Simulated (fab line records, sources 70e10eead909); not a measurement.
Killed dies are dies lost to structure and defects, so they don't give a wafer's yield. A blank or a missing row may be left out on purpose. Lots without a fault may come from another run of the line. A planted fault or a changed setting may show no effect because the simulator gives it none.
A struck lot beside a sound one | flow nand_harc | 17 steps out of a route of 1302
Sound: wafers L962.1, L962.2, L962.4. Struck: wafers L964.1, L964.4. (L964.3 of the same lot was not struck and is left out.) The cause comes at the end.
At each step with rows: each side's tool, then ch and its chambers, then its first start. Under that, the readings that differ: sound wafers | struck wafers | difference of the means | sigmas: that difference in standard deviations of wafers without a fault.
alike: readings whose means differ by less than 2 such deviations, and words and numbers that are the same on both sides. not compared: withheld readings, readings that some wafer has no value for, bounds like >300 that may hide the same value, and numbers for which the record gives no deviation and whose values overlap.
The two part at a step that has a row with sigmas, a row that says differs or no value, or rows on one side only. Numbers that don't overlap but have no deviation are shown without sigmas and don't part them. A reading that every wafer of one side lacks parts them only if that side has two wafers or more.

NHARC_P_M0_OVL_MEAS_10: pitch 180 nm.
  sound on overlay-01, day 9 06:01; struck on overlay-02, day 10 01:24
  alike: overlay_x_nm, overlay_y_nm
NHARC_P_M0_INSPECT_11:
  sound on defect_inspect-02, day 9 06:03; struck on defect_inspect-02, day 10 01:26
  alike: raw_defect_count
NHARC_P_M0_DESCUM_14: chemistry O2, time 3 s.
  sound on rie_diel-04 ch 0,1,2, day 9 06:07; struck on rie_diel-11 ch 2,3, day 10 01:30
  reading                | sound | struck | difference | sigmas
  rf_hours_counter_h (h) | 2 2 2 | 43 43  | +41        |
  alike: drypump_motor_current_A, oes_product_au, rf_vpp_V, showerhead_plenum_p_Torr, throttle_valve_pct
then, 2 steps without rows for these wafers: NHARC_P_M0_ETCH_34 (etches the open film in N2/H2, target depth 40 nm, overetch 12 nm, time 43.94 s); NHARC_P_M0_ETCH_15 (etches the open film in C4F8/Ar, target depth 150 nm, overetch 15 nm, time 82.5 s).
NHARC_P_M0_CD_MEAS_16:
  sound on cd_sem-02, day 9 06:25; struck on cd_sem-03, day 10 01:52
  alike: cd_nm
NHARC_P_M0_STRIP_18: strips in N2/H2.
  sound on rie_diel-04 ch 0,1,2, day 9 06:29; struck on rie_diel-11 ch 2,3, day 10 01:56
  reading                | sound             | struck      | difference | sigmas
  oes_product_au (a.u.)  | 0.994 1.002 0.995 | 1.017 1.018 | +0.021     | +2
  rf_hours_counter_h (h) | 2 2 2             | 43 43       | +41        |
  alike: drypump_motor_current_A, rf_vpp_V, showerhead_plenum_p_Torr, throttle_valve_pct
then, 2 steps without rows for these wafers: NHARC_P_M0_STRIP_19 (strips in post etch residue remover, time 600 s); NHARC_P_M0_DEGAS_28 (time 60 s).
NHARC_P_M0_PRE_CLEAN_29: time 30 s.
  sound on pvd_sputter-02; struck on pvd_sputter-01
  alike: heater_power_w
then, 1 step without rows for these wafers: NHARC_P_M0_PVD_20 (deposits TaN, target thk 5 nm, time 8.06 s).
NHARC_P_M0_PVD_21: deposits Cu, target thk 30 nm, time 20.49 s.
  sound on pvd_sputter-02; struck on pvd_sputter-01
  alike: chamber_pressure_pa, throttle_valve_pct
NHARC_P_M0_ECD_22: material Cu, target thk 400 nm.
  sound on ecd_cu-01 ch 0,1, day 9 07:24; struck on ecd_cu-01 ch 0,1, day 10 02:50
NHARC_P_M0_ANNEAL_30: time 90 s.
  sound on rtp_anneal-01 ch 0, day 9 07:46; struck on rtp_anneal-02 ch 0, day 10 03:13
  alike: wafer_temp_C_max
NHARC_P_M0_CMP_23: polishes, t overpolish 20 s, target thk 117.54 nm.
  sound on cmp-02 ch 0,1,2, day 9 08:07; struck on cmp-04 ch 1,3, day 10 03:34
  reading                | sound          | struck    | difference | sigmas
  time_to_endpoint_s (s) | 29.6 28.2 28.7 | 15.0 12.6 | -15.0      | -6
  alike: motor_current_A
NHARC_P_M0_THK_MEAS_24: measures by xrf.
  sound on film_metro-01, day 9 08:26; struck on film_metro-01, day 10 03:53
  alike: thk_nm
NHARC_END_SORT_01:
  the record has rows for the sound wafers here (prober-02 ch 0, day 27 13:44) and none for the struck ones

WHERE THEY PART
First at NHARC_P_M0_STRIP_18; last, within this record, at NHARC_END_SORT_01.

WHY: what the simulator had put in
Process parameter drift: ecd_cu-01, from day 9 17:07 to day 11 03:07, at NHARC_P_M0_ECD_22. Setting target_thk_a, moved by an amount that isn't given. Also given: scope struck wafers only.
